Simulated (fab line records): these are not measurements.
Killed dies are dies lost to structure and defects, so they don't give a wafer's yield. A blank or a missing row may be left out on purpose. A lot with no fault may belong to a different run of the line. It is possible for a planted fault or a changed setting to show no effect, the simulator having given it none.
fab line records    flow n5-finfet
[record] lots = 15  wafers = 45  last-day = 17
route steps=1938 shown BEOL_M5@1188 BEOL_M6@1210
lots with no fault: from the same line, run without faults
start-h: start of the lot's first displayed wafer, in hours after the record's first day    wait-h: hours since the lot's step before    " the same as in the row above    L1.1+2: a single row standing in for several wafers    - no value, or no start was given    * or withheld: withheld    < > ~ a bound
route shown NAME@n: NAME is a module with steps in the file, n the number in the route of the first one    usual: the fault-free wafers' mean and standard deviation    same: alike in all rows    chamber/n: place in a boat    sites: readings site by site    _std_site: the standard deviation of these    _edge_site: the outer-site mean with the inner-site mean subtracted    radius-mm: how far each site lies from the wafer's centre    mask NAME#n: copy n    behind: the most recent tool/chamber to have shaped the wafer    hold: what put the lot on hold/how long, in hours/how the hold closed    device: the transistor (n, p or np) that didn't switch    end of line: tests of these same wafers at the route's end    a step without rows: its recipe alone    killed: the dies lost at the first sort to structure and to defects; this is not the yield of the wafer    map: per-die view of a wafer (x killed, . not killed, _ where there is no die)
set.NAME: the setting that was run; set.NAME@STEP: the one run at that earlier step    model.NAME: the simulator's own value behind a step, which no gauge read
route steps across a sampled set of lots; one table per step, one row per wafer
services: the hour from which a tool's chamber was out of use, counted from the record's first day as start-h (under 0 if before that day), plus the number of hours and why
[[steps]]
[step N5_BEOL_M5_PRE_CLEAN_77]
[recipe] gas = NH3/H2  time-s = 15  temp-c = *  rf-power-w = 300
[usual] heater-power-w = 82/21  susceptor-temp-C = *
lot.wafer  tool       chamber  start-h  wait-h  heater-power-w  susceptor-temp-C
L108.1     cvd-co-02  2        182.06   0.0     106             *
L108.2     "          1        "        "       79              *
L108.4     "          0        "        "       58              *
L110.2     cvd-co-01  2        197.62   0.0     121             *
L110.3     "          1        "        "       66              *
L110.5     "          2        "        "       120             *
L111.2     cvd-co-02  0        209.82   0.0     58              *
L111.5     "          0        "        "       58              *
L111.6     "          1        "        "       79              *
L115.1     cvd-co-02  0        213.26   0.0     57              *
L115.5     "          1        "        "       80              *
L115.6     "          0        "        "       58              *
L117.2     cvd-co-02  2        231.75   0.1     106             *
L117.4     "          1        "        "       80              *
L117.5     "          0        "        "       59              *
L118.2     cvd-co-02  2        238.23   0.0     103             *
L118.5     "          0        "        "       58              *
L118.6     "          2        "        "       104             *
L119.2     cvd-co-02  1        258.08   0.0     79              *
L119.3     "          2        "        "       104             *
L119.4     "          0        "        "       58              *
L121.4     cvd-co-02  1        258.59   0.1     79              *
L121.5     "          2        "        "       105             *
L121.6     "          0        "        "       58              *
L120.1     cvd-co-01  0        267.36   0.0     71              *
L120.3     "          1        "        "       67              *
L120.4     "          0        "        "       72              *
L123.1     cvd-co-01  2        271.02   0.0     117             *
L123.3     "          0        "        "       71              *
L123.4     "          1        "        "       69              *
L125.2     cvd-co-02  1        272.97   0.0     79              *
L125.3     "          2        "        "       107             *
L125.5     "          2        "        "       107             *
L127.3     cvd-co-01  0        288.25   0.0     70              *
L127.4     "          2        "        "       117             *
L127.5     "          1        "        "       69              *
L126.4     cvd-co-01  1        299.99   0.1     67              *
L126.5     "          0        "        "       72              *
L126.6     "          2        "        "       118             *
L128.1     cvd-co-02  0        307.06   0.1     58              *
L128.4     "          1        "        "       80              *
L128.6     "          2        "        "       107             *
L129.1     cvd-co-02  0        322.64   0.0     60              *
L129.3     "          2        "        "       108             *
L129.4     "          1        "        "       78              *
[step N5_BEOL_M5_RS_MEAS_57]
[recipe] thk-meas-gauge = four-point-probe  reads = Co_of_BEOL_M5_CO_CAP_78+Cu_of_BEOL_M5_ECD_50+Co_of_BEOL_M5_CVD_47+TaN_of_BEOL_M5_ALD_86
[usual] M5_RS = 0.391/0.011
lot.wafer  tool           chamber  start-h  wait-h  M5_RS[ohm/sq]
L108.1     film-metro-02  -        182.28   0.0     0.397
L108.2     "              -        "        "       0.397
L108.4     "              -        "        "       0.420
L110.2     film-metro-01  -        197.84   0.1     0.389
L110.3     "              -        "        "       0.389
L110.5     "              -        "        "       0.387
L111.2     film-metro-01  -        210.11   0.1     0.401
L111.5     "              -        "        "       0.395
L111.6     "              -        "        "       0.396
L115.1     film-metro-01  -        213.48   0.0     0.401
L115.5     "              -        "        "       0.394
L115.6     "              -        "        "       0.394
L117.2     film-metro-02  -        231.97   0.1     0.413
L117.4     "              -        "        "       0.396
L117.5     "              -        "        "       0.388
L118.2     film-metro-01  -        238.46   0.1     0.381
L118.5     "              -        "        "       0.376
L118.6     "              -        "        "       0.397
L119.2     film-metro-01  -        258.31   0.1     0.381
L119.3     "              -        "        "       0.385
L119.4     "              -        "        "       0.388
L121.4     film-metro-02  -        258.80   0.0     0.389
L121.5     "              -        "        "       0.383
L121.6     "              -        "        "       0.370
L120.1     film-metro-01  -        267.60   0.1     0.396
L120.3     "              -        "        "       0.392
L120.4     "              -        "        "       0.400
L123.1     film-metro-02  -        271.24   0.1     0.391
L123.3     "              -        "        "       0.391
L123.4     "              -        "        "       0.389
L125.2     film-metro-01  -        273.19   0.1     0.391
L125.3     "              -        "        "       0.390
L125.5     "              -        "        "       0.398
L127.3     film-metro-01  -        288.48   0.1     0.392
L127.4     "              -        "        "       0.380
L127.5     "              -        "        "       0.376
L126.4     film-metro-01  -        300.19   0.0     0.391
L126.5     "              -        "        "       0.383
L126.6     "              -        "        "       0.399
L128.1     film-metro-01  -        307.28   0.0     0.374
L128.4     "              -        "        "       0.381
L128.6     "              -        "        "       0.385
L129.1     film-metro-01  -        322.86   0.0     0.403
L129.3     "              -        "        "       0.400
L129.4     "              -        "        "       0.392
[step N5_BEOL_M6_DESCUM_16]
[recipe] chemistry = O2  time-s = 7.9  source-power-w = 50  bias-power-w = 20  pressure-mtorr = 20  rf-frequency-hz = 2.712e+07  temp-c = 40  resist = CAR-ArF  o2-flow-sccm = 225
[usual] drypump-motor-current-A = 5.6/0.55  o2-flow-sccm = 224.9/0.74  oes-product-au = 0.77/0.074  rf-vpp-V = 242.9/1.5  showerhead-plenum-p-Torr = 2.08/0.073  temp-c = 39.99/0.11  throttle-valve-pct = 20.56/0.18
lot.wafer  tool         chamber  start-h  wait-h  drypump-motor-current-A  o2-flow-sccm  oes-product-au  rf-hours-counter-h  rf-vpp-V  showerhead-plenum-p-Torr  temp-c  throttle-valve-pct
L108.1     rie-diel-04  3        183.52   0.0     4.9                      223.8         0.72            162                 242.2     2.01                      39.98   20.73
L108.2     "            1        "        "       5.8                      225.1         0.86            45                  243.5     2.12                      40.00   20.62
L108.4     "            3        "        "       4.9                      224.3         0.73            -                   242.9     2.01                      40.03   20.75
L110.2     rie-diel-04  2        200.02   0.1     4.9                      226.6         0.71            212                 246.7     2.16                      40.04   20.54
L110.3     "            1        "        "       5.8                      224.3         0.85            53                  243.1     2.12                      39.93   20.61
L110.5     "            3        "        "       4.9                      223.7         0.73            -                   241.2     2.01                      39.88   20.72
L111.2     rie-diel-05  1        211.63   0.0     6.1                      224.2         0.72            211                 240.8     1.97                      39.88   20.64
L111.5     "            2        "        "       6.5                      225.5         0.79            -                   242.8     2.10                      39.86   20.35
L111.6     "            3        "        "       5.4                      225.4         0.74            -                   242.1     2.09                      39.85   20.51
L115.1     rie-diel-04  2        216.88   0.0     4.9                      224.1         0.70            217                 243.9     2.16                      39.92   20.56
L115.5     "            2        "        "       4.9                      223.2         0.69            -                   244.1     2.16                      39.73   20.57
L115.6     "            1        "        "       5.8                      224.7         0.84            -                   242.9     2.12                      40.22   20.62
L117.2     rie-diel-04  3        234.36   0.0     4.9                      224.5         0.72            179                 241.0     2.00                      40.02   20.75
L117.4     "            0        "        "       6.0                      225.0         0.74            153                 245.5     2.18                      40.02   20.53
L117.5     "            1        "        "       5.8                      224.5         0.84            -                   244.6     2.12                      39.89   20.63
L118.2     rie-diel-04  2        242.08   0.4     4.9                      226.0         0.69            228                 245.9     2.16                      40.17   20.58
L118.5     "            1        "        "       5.8                      223.7         0.83            -                   244.4     2.12                      39.88   20.64
L118.6     "            0        "        "       6.0                      225.1         0.73            -                   244.3     2.17                      40.06   20.51
L119.2     rie-diel-04  3        261.16   0.0     4.9                      225.8         0.70            188                 242.5     2.00                      39.90   20.75
L119.3     "            1        "        "       5.8                      225.0         0.82            77                  243.8     2.11                      40.16   20.67
L119.4     "            2        "        "       4.8                      225.0         0.68            234                 243.6     2.15                      40.05   20.60
L121.4     rie-diel-06  0        261.32   0.0     6.5                      224.2         0.95            14                  241.7     2.05                      39.96   20.19
L121.5     "            1        "        "       5.6                      224.7         0.71            -                   239.3     1.92                      39.95   20.79
L121.6     "            2        "        "       5.6                      224.3         0.86            -                   243.5     2.13                      39.89   20.28
L120.1     rie-diel-05  3        271.80   0.5     5.4                      225.9         0.73            201                 243.6     2.08                      39.78   20.58
L120.3     "            1        "        "       6.1                      226.5         0.71            227                 241.0     1.96                      40.13   20.66
L120.4     "            0        "        "       5.8                      224.3         0.71            217                 242.5     2.07                      39.85   20.87
L123.1     rie-diel-04  3        272.81   0.0     4.9                      224.7         0.70            193                 241.9     2.00                      39.91   20.78
L123.3     "            0        "        "       6.0                      225.5         0.74            168                 245.5     2.17                      39.96   20.57
L123.4     "            2        "        "       4.9                      225.1         0.68            238                 245.0     2.15                      40.08   20.58
L125.2     rie-diel-05  1        275.42   0.0     6.1                      224.7         0.71            229                 241.6     1.96                      39.98   20.67
L125.3     "            2        "        "       6.5                      225.1         0.76            166                 243.6     2.09                      40.07   20.38
L125.5     "            2        "        "       6.5                      224.3         0.76            -                   243.4     2.09                      39.88   20.40
L127.3     rie-diel-05  2        290.78   0.0     6.5                      225.6         0.75            172                 242.7     2.08                      39.87   20.40
L127.4     "            0        "        "       5.7                      224.4         0.70            224                 242.4     2.07                      40.08   20.87
L127.5     "            2        "        "       6.5                      225.6         0.75            -                   243.2     2.08                      39.84   20.39
L126.4     rie-diel-06  1        302.65   0.0     5.6                      224.9         0.70            227                 238.6     1.91                      39.90   20.83
L126.5     "            2        "        "       5.6                      222.9         0.85            -                   243.7     2.13                      40.10   20.30
L126.6     "            3        "        "       5.1                      225.4         0.85            -                   241.8     2.05                      40.02   20.37
L128.1     rie-diel-04  0        309.53   0.0     6.1                      223.6         0.71            178                 243.2     2.17                      40.08   20.57
L128.4     "            1        "        "       5.8                      225.2         0.81            93                  243.2     2.11                      39.89   20.70
L128.6     "            1        "        "       5.8                      226.0         0.81            -                   243.0     2.11                      39.97   20.66
L129.1     rie-diel-06  2        325.84   0.7     5.6                      224.1         0.83            71                  243.0     2.12                      40.09   20.33
L129.3     "            1        "        "       5.6                      224.7         0.70            235                 239.4     1.91                      40.06   20.84
L129.4     "            3        "        "       5.1                      224.7         0.83            62                  242.0     2.04                      40.09   20.37
[step N5_BEOL_M6_ETCH_61]
[recipe] chemistry = CF4  target = SiARC  target-depth-a = 455  mask-material = CAR-ArF  time-s = 75.8  ion-energy-ev = 80  pressure-mtorr = 40  source-w = 545  bias-w = 36  Ar_flow_sccm = 100  cf4-flow-sccm = 100  ends = cleared
[usual] bias-w = 35.99/0.11  cf4-flow-sccm = 99.99/0.27  drypump-motor-current-A = 5.6/0.55  etch-rf-on-time-s = 75.1/2.2  oes-product-au = 0.66/0.064  rf-vpp-V = 183.9/1.1  showerhead-plenum-p-Torr = 2.12/0.074  throttle-valve-pct = 15.72/0.21
lot.wafer  tool         chamber  start-h  wait-h  bias-w  cf4-flow-sccm  drypump-motor-current-A  etch-rf-on-time-s  oes-product-au  rf-hours-counter-h  rf-vpp-V  showerhead-plenum-p-Torr  throttle-valve-pct
L108.1     rie-diel-04  3        183.55   0.0     36.02   99.81          4.9                      75.5               0.62            162                 184.2     2.05                      15.85
L108.2     "            1        "        "       36.00   100.26         5.8                      76.2               0.74            45                  184.1     2.18                      15.76
L108.4     "            3        "        "       35.94   100.31         4.9                      75.4               0.62            -                   182.4     2.05                      15.84
L110.2     rie-diel-04  2        200.05   0.0     35.79   100.06         4.8                      78.8               0.59            212                 186.1     2.20                      15.75
L110.3     "            1        "        "       36.11   99.81          5.8                      75.0               0.74            53                  184.2     2.18                      15.79
L110.5     "            3        "        "       36.00   100.60         4.9                      74.4               0.62            -                   182.9     2.05                      15.86
L111.2     rie-diel-05  1        211.66   0.0     36.04   99.93          6.2                      73.1               0.62            211                 182.3     2.02                      15.96
L111.5     "            2        "        "       35.99   99.73          6.5                      74.8               0.67            -                   185.2     2.13                      15.53
L111.6     "            3        "        "       36.00   100.44         5.4                      71.7               0.66            -                   184.2     2.12                      15.62
L115.1     rie-diel-04  2        216.92   0.0     35.96   99.98          4.9                      80.0               0.59            217                 184.3     2.20                      15.76
L115.5     "            2        "        "       36.00   99.47          4.9                      80.1               0.58            -                   185.2     2.20                      15.76
L115.6     "            1        "        "       36.00   99.96          5.8                      74.8               0.73            -                   184.7     2.18                      15.81
L117.2     rie-diel-04  3        234.40   0.0     -       -              -                        -                  -               -                   -         -                         -
L117.4     "            0        "        "       -       -              -                        -                  -               -                   -         -                         -
L117.5     "            1        "        "       -       -              -                        -                  -               -                   -         -                         -
L118.2     rie-diel-04  2        242.12   0.0     -       -              -                        -                  -               -                   -         -                         -
L118.5     "            1        "        "       -       -              -                        -                  -               -                   -         -                         -
L118.6     "            0        "        "       -       -              -                        -                  -               -                   -         -                         -
L119.2     rie-diel-04  3        261.19   0.0     -       -              -                        -                  -               -                   -         -                         -
L119.3     "            1        "        "       -       -              -                        -                  -               -                   -         -                         -
L119.4     "            2        "        "       -       -              -                        -                  -               -                   -         -                         -
L121.4     rie-diel-06  0        261.36   0.0     36.04   99.58          6.5                      75.3               0.81            14                  182.3     2.10                      15.27
L121.5     "            1        "        "       35.96   100.27         5.6                      74.4               0.61            -                   182.2     1.96                      15.88
L121.6     "            2        "        "       35.68   100.02         5.6                      71.9               0.76            -                   184.0     2.17                      15.37
L120.1     rie-diel-05  3        271.84   0.0     35.92   99.72          5.4                      71.2               0.64            201                 183.1     2.11                      15.65
L120.3     "            1        "        "       35.99   100.10         6.1                      72.4               0.62            227                 182.7     2.02                      15.99
L120.4     "            0        "        "       36.11   99.72          5.7                      76.4               0.61            217                 183.3     2.11                      15.97
L123.1     rie-diel-04  3        272.84   0.0     36.11   100.43         4.9                      74.4               0.60            193                 183.1     2.04                      15.90
L123.3     "            0        "        "       35.91   99.81          6.0                      74.7               0.62            168                 183.8     2.22                      15.83
L123.4     "            2        "        "       35.68   100.01         4.8                      79.1               0.57            238                 184.9     2.19                      15.80
L125.2     rie-diel-05  1        275.46   0.0     35.95   100.42         6.1                      72.6               0.62            229                 182.9     2.02                      16.00
L125.3     "            2        "        "       35.99   99.69          6.5                      75.6               0.65            166                 184.1     2.12                      15.59
L125.5     "            2        "        "       35.87   99.97          6.5                      75.1               0.66            -                   184.9     2.12                      15.59
L127.3     rie-diel-05  2        290.82   0.0     35.89   99.96          6.5                      75.5               0.65            172                 185.1     2.12                      15.60
L127.4     "            0        "        "       36.01   99.63          5.7                      77.2               0.60            224                 185.2     2.10                      16.00
L127.5     "            2        "        "       35.94   100.46         6.5                      75.0               0.65            -                   183.9     2.12                      15.60
L126.4     rie-diel-06  1        302.68   0.0     35.92   99.94          5.6                      75.0               0.60            227                 182.8     1.95                      15.89
L126.5     "            2        "        "       36.23   99.64          5.6                      73.1               0.73            -                   183.3     2.16                      15.42
L126.6     "            3        "        "       35.91   100.22         5.1                      74.6               0.73            -                   184.8     2.08                      15.43
L128.1     rie-diel-04  0        309.57   0.0     36.02   99.56          6.0                      74.3               0.62            178                 185.1     2.22                      15.83
L128.4     "            1        "        "       35.92   100.20         5.8                      73.9               0.71            93                  184.9     2.17                      15.87
L128.6     "            1        "        "       36.06   100.10         5.8                      74.1               0.69            -                   184.1     2.17                      15.86
L129.1     rie-diel-06  2        325.88   0.0     36.18   100.51         5.6                      73.0               0.73            71                  185.2     2.16                      15.42
L129.3     "            1        "        "       35.90   99.86          5.6                      74.9               0.60            235                 180.6     1.95                      15.92
L129.4     "            3        "        "       36.06   99.58          5.1                      74.3               0.71            62                  184.2     2.08                      15.45
[step N5_BEOL_M6_ETCH_62]
[recipe] chemistry = N2/H2  target = SOC  target-depth-a = 1100  overetch-a = 220  mask-material = SiARC  temp-c = 40  time-s = 165  ion-energy-ev = 200  pressure-mtorr = 30  source-w = 840  bias-w = 150  n2-flow-sccm = 200  h2-flow-sccm = 200
[usual] bias-w = 150.0/0.45  chamber-pressure-mTorr = 30.001/0.027  drypump-motor-current-A = 5.6/0.55  h2-flow-sccm = 200.0/0.59  oes-product-au = 0.65/0.06  rf-vpp-V = 523.3/2.6  showerhead-plenum-p-Torr = 2.52/0.092  temp-c = 40.00/0.12  throttle-valve-pct = 17.95/0.2
lot.wafer  tool         chamber  start-h  wait-h  bias-w  chamber-pressure-mTorr  drypump-motor-current-A  h2-flow-sccm  oes-product-au  rf-hours-counter-h  rf-vpp-V  showerhead-plenum-p-Torr  temp-c  throttle-valve-pct
L108.1     rie-diel-04  3        183.61   0.0     150.6   29.966                  4.9                      199.2         0.61            162                 521.3     2.44                      40.13   18.12
L108.2     "            1        "        "       149.3   29.997                  5.8                      200.0         0.74            45                  523.5     2.58                      40.07   18.01
L108.4     "            3        "        "       151.0   29.992                  4.9                      200.0         0.61            -                   521.4     2.44                      40.05   18.09
L110.2     rie-diel-04  2        200.11   0.0     149.5   30.001                  4.9                      200.2         0.61            212                 525.5     2.62                      40.02   17.88
L110.3     "            1        "        "       149.4   29.982                  5.8                      199.0         0.71            53                  525.4     2.58                      40.06   18.03
L110.5     "            3        "        "       150.8   30.019                  4.9                      200.1         0.61            -                   518.4     2.44                      40.15   18.11
L111.2     rie-diel-05  1        211.72   0.0     149.5   30.019                  6.2                      201.0         0.61            211                 519.9     2.41                      39.96   18.09
L111.5     "            2        "        "       149.6   29.991                  6.5                      201.2         0.66            -                   524.9     2.55                      40.10   17.78
L111.6     "            3        "        "       149.8   29.985                  5.4                      199.6         0.63            -                   522.2     2.51                      40.15   17.68
L115.1     rie-diel-04  2        216.97   0.0     150.5   30.007                  4.9                      201.1         0.60            217                 526.6     2.62                      40.00   17.88
L115.5     "            2        "        "       150.3   30.005                  4.9                      200.3         0.60            -                   525.3     2.62                      40.05   17.88
L115.6     "            1        "        "       149.9   30.033                  5.8                      199.8         0.72            -                   525.1     2.58                      39.98   18.04
L117.2     rie-diel-04  3        234.46   0.0     151.1   30.015                  4.9                      200.4         0.27            179                 518.4     2.43                      40.14   18.09
L117.4     "            0        "        "       150.2   29.969                  6.1                      199.8         0.29            153                 527.5     2.66                      40.01   18.09
L117.5     "            1        "        "       150.5   29.966                  5.8                      198.5         0.31            -                   524.9     2.58                      39.88   18.00
L118.2     rie-diel-04  2        242.17   0.0     149.8   29.938                  4.8                      199.6         0.26            228                 526.1     2.61                      39.90   17.85
L118.5     "            1        "        "       149.8   30.027                  5.8                      200.7         0.31            -                   524.0     2.57                      40.04   18.01
L118.6     "            0        "        "       150.7   30.072                  6.0                      201.4         0.27            -                   525.7     2.66                      40.18   18.10
L119.2     rie-diel-04  3        261.25   0.0     150.2   30.000                  4.9                      200.5         0.26            188                 519.8     2.43                      40.12   18.09
L119.3     "            1        "        "       150.8   30.003                  5.8                      198.7         0.31            77                  525.0     2.57                      40.04   18.03
L119.4     "            2        "        "       150.3   29.970                  4.9                      200.1         0.26            234                 526.9     2.61                      39.91   17.87
L121.4     rie-diel-06  0        261.41   0.0     149.3   30.003                  6.5                      199.6         0.80            14                  522.4     2.51                      39.81   17.79
L121.5     "            1        "        "       149.3   29.990                  5.6                      200.4         0.60            -                   518.0     2.30                      40.06   17.94
L121.6     "            2        "        "       150.0   30.014                  5.6                      199.7         0.73            -                   524.5     2.56                      40.04   17.47
L120.1     rie-diel-05  3        271.90   0.0     150.3   29.963                  5.4                      199.8         0.62            202                 524.1     2.50                      39.92   17.72
L120.3     "            1        "        "       150.0   29.972                  6.2                      199.7         0.60            227                 519.5     2.40                      39.85   18.11
L120.4     "            0        "        "       149.6   29.974                  5.8                      199.8         0.61            217                 523.2     2.52                      39.89   18.32
L123.1     rie-diel-04  3        272.90   0.0     149.3   30.023                  4.9                      199.8         0.59            193                 519.7     2.43                      40.25   18.14
L123.3     "            0        "        "       150.7   30.023                  6.1                      199.9         0.62            168                 527.1     2.66                      40.08   18.15
L123.4     "            2        "        "       150.0   29.944                  4.9                      200.3         0.58            238                 527.5     2.61                      40.11   17.92
L125.2     rie-diel-05  1        275.51   0.0     150.3   29.985                  6.1                      200.1         0.60            229                 519.1     2.40                      40.26   18.11
L125.3     "            2        "        "       149.6   29.996                  6.5                      199.9         0.65            166                 522.5     2.54                      39.93   17.83
L125.5     "            2        "        "       150.3   30.013                  6.5                      200.1         0.65            -                   521.9     2.54                      39.92   17.82
L127.3     rie-diel-05  2        290.87   0.0     150.1   29.972                  6.5                      200.0         0.64            172                 523.4     2.54                      39.99   17.84
L127.4     "            0        "        "       150.1   29.990                  5.8                      200.2         0.60            224                 523.1     2.51                      40.12   18.32
L127.5     "            2        "        "       150.0   30.022                  6.5                      199.4         0.64            -                   525.2     2.54                      40.08   17.83
L126.4     rie-diel-06  1        302.74   0.0     149.9   30.038                  5.6                      199.7         0.60            227                 518.3     2.30                      39.88   17.96
L126.5     "            2        "        "       149.5   29.935                  5.6                      200.6         0.71            -                   523.8     2.56                      40.13   17.49
L126.6     "            3        "        "       149.6   29.986                  5.1                      199.5         0.71            -                   522.0     2.48                      39.99   17.74
L128.1     rie-diel-04  0        309.62   0.0     150.6   29.978                  6.0                      199.3         0.61            179                 524.7     2.65                      40.31   18.20
L128.4     "            1        "        "       149.9   30.018                  5.8                      199.7         0.68            93                  524.3     2.56                      39.97   18.09
L128.6     "            1        "        "       149.6   30.000                  5.8                      199.9         0.69            -                   524.9     2.56                      39.89   18.10
L129.1     rie-diel-06  2        325.93   0.0     150.3   30.003                  5.6                      200.4         0.70            71                  524.4     2.55                      40.13   17.52
L129.3     "            1        "        "       150.0   29.993                  5.6                      199.6         0.59            235                 516.8     2.29                      39.99   18.00
L129.4     "            3        "        "       150.1   29.964                  5.1                      199.9         0.70            62                  520.8     2.47                      39.86   17.75
[step N5_BEOL_M6_HM_OPEN_17]
[recipe] chemistry = Cl2/BCl3  target-depth-a = 200  overetch-a = 60  target = TiN  mask-material = SOC  ion-energy-ev = 150  pressure-mtorr = 10  icp-w = 1000  bias-w = 126  Cl2_flow_sccm = 53.25  bcl3-flow-sccm = 21.75  Ar_flow_sccm = 25
[usual] drypump-motor-current-A = 5.46/0.27  oes-product-au = 0.70/0.046  throttle-valve-pct = 22.04/0.15
lot.wafer  tool          chamber  start-h  wait-h  drypump-motor-current-A  oes-product-au  rf-hours-counter-h  throttle-valve-pct
L108.1     rie-metal-01  0        183.80   0.0     5.37                     0.75            14                  22.00
L108.2     "             1        "        "       5.20                     0.70            32                  22.20
L108.4     "             0        "        "       5.37                     0.75            -                   21.96
L110.2     rie-metal-03  0        200.29   0.0     6.03                     0.63            62                  22.06
L110.3     "             1        "        "       5.13                     0.75            -                   21.81
L110.5     "             0        "        "       6.02                     0.63            -                   22.08
L111.2     rie-metal-01  0        211.90   0.0     5.37                     0.74            17                  22.00
L111.5     "             1        "        "       5.19                     0.69            -                   22.23
L111.6     "             0        "        "       5.35                     0.74            -                   22.00
L115.1     rie-metal-01  1        217.16   0.0     5.21                     0.69            35                  22.22
L115.5     "             0        "        "       5.34                     0.73            -                   21.99
L115.6     "             1        "        "       5.21                     0.69            -                   22.23
L117.2     rie-metal-01  0        234.64   0.0     5.36                     0.31            18                  22.63
L117.4     "             1        "        "       5.23                     0.30            -                   22.88
L117.5     "             1        "        "       5.19                     0.30            -                   22.86
L118.2     rie-metal-01  0        242.36   0.0     5.32                     0.32            19                  22.64
L118.5     "             1        "        "       5.18                     0.29            -                   22.87
L118.6     "             0        "        "       5.33                     0.32            -                   22.64
L119.2     rie-metal-02  0        261.44   0.0     5.50                     0.27            52                  22.50
L119.3     "             0        "        "       5.52                     0.28            -                   22.49
L119.4     "             1        "        "       5.72                     0.33            -                   22.80
L121.4     rie-metal-02  0        261.63   0.1     5.50                     0.64            -                   21.86
L121.5     "             1        "        "       5.73                     0.74            -                   22.17
L121.6     "             0        "        "       5.48                     0.65            -                   21.85
L120.1     rie-metal-02  1        272.08   0.0     5.75                     0.76            12                  22.15
L120.3     "             1        "        "       5.75                     0.76            -                   22.16
L120.4     "             0        "        "       5.48                     0.64            -                   21.85
L123.1     rie-metal-01  1        273.08   0.0     5.19                     0.68            41                  22.22
L123.3     "             0        "        "       5.33                     0.72            -                   21.99
L123.4     "             1        "        "       5.17                     0.66            -                   22.26
L125.2     rie-metal-01  1        275.70   0.0     5.19                     0.68            41                  22.20
L125.3     "             0        "        "       5.33                     0.72            -                   22.00
L125.5     "             0        "        "       5.36                     0.74            -                   22.00
L127.3     rie-metal-02  1        291.09   0.1     5.75                     0.73            -                   22.15
L127.4     "             0        "        "       5.51                     0.63            -                   21.87
L127.5     "             0        "        "       5.50                     0.64            -                   21.86
L126.4     rie-metal-03  1        302.96   0.1     5.16                     0.72            -                   21.84
L126.5     "             1        "        "       5.14                     0.73            -                   21.82
L126.6     "             0        "        "       6.03                     0.62            -                   22.08
L128.1     rie-metal-03  0        309.81   0.0     6.05                     0.62            71                  22.07
L128.4     "             0        "        "       6.04                     0.62            -                   22.09
L128.6     "             0        "        "       6.05                     0.61            -                   22.10
L129.1     rie-metal-02  1        326.13   0.0     5.76                     0.72            17                  22.17
L129.3     "             0        "        "       5.54                     0.63            -                   21.86
L129.4     "             1        "        "       5.76                     0.72            -                   22.18
[step N5_BEOL_M6_CD_MEAS_18]
[recipe] pitch-nm = 80  target-cd-nm = 40
[usual] cd-nm = 39.7/0.58
lot.wafer  tool       chamber  start-h  wait-h  cd-nm
L108.1     cd-sem-01  -        183.98   0.0     40.2
L108.2     "          -        "        "       40.7
L108.4     "          -        "        "       39.9
L110.2     cd-sem-02  -        200.48   0.1     40.1
L110.3     "          -        "        "       40.3
L110.5     "          -        "        "       39.9
L111.2     cd-sem-03  -        212.10   0.1     40.1
L111.5     "          -        "        "       39.2
L111.6     "          -        "        "       40.0
L115.1     cd-sem-03  -        217.34   0.0     40.2
L115.5     "          -        "        "       39.7
L115.6     "          -        "        "       38.9
L117.2     cd-sem-02  -        234.88   0.1     -
L117.4     "          -        "        "       -
L117.5     "          -        "        "       -
L118.2     cd-sem-03  -        242.54   0.1     -
L118.5     "          -        "        "       -
L118.6     "          -        "        "       -
L119.2     cd-sem-01  -        261.62   0.1     -
L119.3     "          -        "        "       -
L119.4     "          -        "        "       -
L121.4     cd-sem-03  -        261.95   0.1     38.8
L121.5     "          -        "        "       39.1
L121.6     "          -        "        "       40.2
L120.1     cd-sem-02  -        272.32   0.1     39.9
L120.3     "          -        "        "       39.6
L120.4     "          -        "        "       40.8
L123.1     cd-sem-02  -        273.30   0.0     39.7
L123.3     "          -        "        "       39.7
L123.4     "          -        "        "       39.5
L125.2     cd-sem-02  -        275.88   0.1     39.3
L125.3     "          -        "        "       39.4
L125.5     "          -        "        "       40.0
L127.3     cd-sem-01  -        291.24   0.1     39.4
L127.4     "          -        "        "       38.5
L127.5     "          -        "        "       39.1
L126.4     cd-sem-01  -        303.11   0.1     39.7
L126.5     "          -        "        "       39.6
L126.6     "          -        "        "       38.6
L128.1     cd-sem-03  -        309.99   0.0     39.6
L128.4     "          -        "        "       40.5
L128.6     "          -        "        "       39.8
L129.1     cd-sem-02  -        326.31   0.0     39.7
L129.3     "          -        "        "       39.7
L129.4     "          -        "        "       39.6
[[services]]
tool          chamber  start-h  hours  kind
rie-diel-04   0        167.03   32.6   repair
cvd-co-01     -        189.76   1.3    repair
rie-diel-04   3        191.39   5.6    repair
cvd-co-02     2        195.82   16.5   repair
rie-metal-01  -        204.00   0.5    repair
rie-diel-06   0        204.57   -      clean
rie-diel-06   0        204.57   -      consumable-replace:focus-ring
rie-diel-06   0        204.57   14.5   scheduled-down
rie-diel-06   0        204.57   14.5   vent-cycle
rie-diel-05   -        219.24   0.6    repair
rie-diel-06   -        226.50   4.3    pm
cvd-co-01     -        241.20   0.5    repair
rie-diel-06   2        244.62   10.0   repair
rie-diel-05   1        249.20   16.5   repair
cvd-co-02     -        268.73   0.5    repair
rie-diel-04   3        277.18   5.2    repair
rie-metal-02  -        281.58   1.0    repair
rie-metal-02  -        293.50   1.4    pm
cvd-co-01     -        301.89   0.2    repair
rie-diel-04   2        310.68   -      clean
rie-diel-04   2        310.68   -      consumable-replace:focus-ring
rie-diel-04   2        310.68   15.0   scheduled-down
rie-diel-04   2        310.68   15.0   vent-cycle
rie-metal-01  -        311.40   1.4    pm
[[key]]
[first-sign] step = N5_BEOL_M6_ETCH_61  reading = tool-record  direction = missing
[effect] step = N5_BEOL_M6_ETCH_62  reading = oes-product-au  direction = down  sigmas = 6.1  usual = 0.65  struck = 0.28
[effect] step = N5_BEOL_M6_HM_OPEN_17  reading = oes-product-au  direction = down  sigmas = 8.6  usual = 0.70  struck = 0.30
[effect] step = N5_BEOL_M6_CD_MEAS_18  reading = cd-nm  direction = missing
met-at N5_BEOL_M6_ETCH_61
struck-lots L117,L118,L119
later-rows-left-out L117.2,L117.4,L117.5,L118.2,L118.5,L118.6,L119.2,L119.3,L119.4
sort-left-out L117.2,L117.4,L117.5,L118.2,L118.5,L118.6,L119.2,L119.3,L119.4
not-acting-at N5_BEOL_M5_PRE_CLEAN_77,N5_BEOL_M5_RS_MEAS_57,N5_BEOL_M6_DESCUM_16
onset-between 216.92 234.40
[fault] kind = skipped-step-whole  tool = rie-diel-04  chamber = -  onset-h = 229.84  steps = N5_BEOL_M6_ETCH_61  scope = struck-lots-only
// sort-left-out: the simulated sort isn't trusted on such a fault, so these wafers' sort isn't shown, and their yield isn't known
// later-rows-left-out: the simulator's readings of these wafers behind a module that went badly wrong aren't trusted and aren't shown, but for the sort
